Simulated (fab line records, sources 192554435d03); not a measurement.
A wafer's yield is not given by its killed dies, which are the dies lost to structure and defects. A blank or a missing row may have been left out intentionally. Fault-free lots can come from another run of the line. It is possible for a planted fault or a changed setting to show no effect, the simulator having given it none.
Chamber matching | flow n5Finfet | rieDiel-01 running N5_BEOL_M10_DESCUM_33: 4 sister chambers
The step chemistry O2, time 7.9 s. 4 wafers are shown with their chamber, then 8 later ones without.

WAFERS PAIRED WITH THEIR CHAMBERS
wafer  | chamber | throttleValvePct (%)
L082.4 | 2       | 19.98
L086.4 | 3       | 20.82
L086.6 | 0       | 20.13
L089.2 | 1       | 20.68

WAFERS MISSING THEIR CHAMBER
wafer  | throttleValvePct (%)
L089.4 | 20.00
L089.5 | 20.70
L090.1 | 20.14
L090.2 | 20.01
L090.3 | 20.83
L092.1 | 20.15
L092.3 | 20.02
L092.4 | 20.71

EACH ONE'S CHAMBER
wafer  | from the rows above | in truth
L089.4 | 2                   | 2
L089.5 | 1                   | 1
L090.1 | 0                   | 0
L090.2 | 2                   | 2
L090.3 | 3                   | 3
L092.1 | 0                   | 0
L092.3 | 2                   | 2
L092.4 | 1                   | 1
Correctly placed: 8 of 8. Can't be placed from these rows: 0. 0 placed wrongly.
How it was worked out, from the rows above alone: a wafer's distance from a chamber is the root of the sum, over the readings, of the square of ((its reading less the chamber's mean) divided by the reading's scatter). The wafer belongs to the nearest chamber; if the next one is less than 2 further off, it can't be placed. A chamber's mean is the mean of its shown wafers. The scatter (one wafer shown for each chamber): square how far every hidden wafer sits from the nearest shown wafer, average those squares and take the square root.
